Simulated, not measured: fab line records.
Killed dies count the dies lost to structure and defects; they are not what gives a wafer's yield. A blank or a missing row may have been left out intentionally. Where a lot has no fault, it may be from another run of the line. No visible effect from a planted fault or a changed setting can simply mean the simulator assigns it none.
Chamber matching ; flow n5_finfet ; 4 sister chambers for N5_FIN_SAQP_ALD_61 on ald_sin-02
The step deposits SiO2, target thk 4 nm, pulse time 1 s, purge time 2 s. 16 wafers are shown with their chamber, then 8 later ones without.

== WAFERS, EACH WITH ITS CHAMBER ==
wafer;chamber;heater_power_w (W);precursor_pulse_height_rel
L075.1;1;484;1.018
L075.4;2;476;0.985
L075.5;0;430;0.995
L076.4;1;482;1.003
L076.5;3;472;1.020
L076.6;0;432;1.021
L078.1;3;450;0.995
L078.5;1;476;0.994
L078.6;2;473;0.976
L083.2;2;481;1.029
L083.3;3;474;1.012
L083.5;1;486;0.977
L084.2;0;438;1.020
L084.3;2;478;1.023
L084.5;3;476;1.007
L086.2;1;481;0.976

SIGNATURES, as means of the wafers listed above
reading;chamber 0;chamber 1;chamber 2;chamber 3;scatter within a chamber
heater_power_w;433.33;481.80;477.00;468.00;6.86
precursor_pulse_height_rel;1.01200;0.99360;1.00325;1.00850;0.0186
Rule: for a wafer and a chamber, the distance is found by dividing, reading by reading, the gap between the wafer's reading and the chamber's mean by the reading's scatter, squaring, summing and taking the root. The wafer belongs to the nearest chamber; if the next one is less than 2 further off, it can't be placed. The scatter: the root of (the sum of the squares of (reading less its chamber's mean) over the shown wafers, divided by (wafers less chambers)).

== WAFERS WHOSE CHAMBER IS MISSING ==
wafer;heater_power_w (W);precursor_pulse_height_rel
L086.3;479;0.977
L086.6;484;0.985
L087.1;474;1.023
L087.5;472;1.023
L087.6;429;0.985
L090.4;472;0.993
L090.5;491;1.038
L090.6;439;1.015

== WHICH CHAMBER EACH ONE RAN IN ==
wafer;from the rows above;in truth
L086.3;can't be placed: 1 or 2 or 3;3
L086.6;can't be placed: 1 or 2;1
L087.1;can't be placed: 2 or 3 or 1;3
L087.5;can't be placed: 3 or 2 or 1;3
L087.6;0;0
L090.4;can't be placed: 2 or 3 or 1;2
L090.5;can't be placed: 1 or 2 or 3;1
L090.6;0;0
Correct placement for 2 of the 8. From these rows, 6 cannot be placed; in 6 the true chamber is one of the candidates. Placed wrongly: 0.
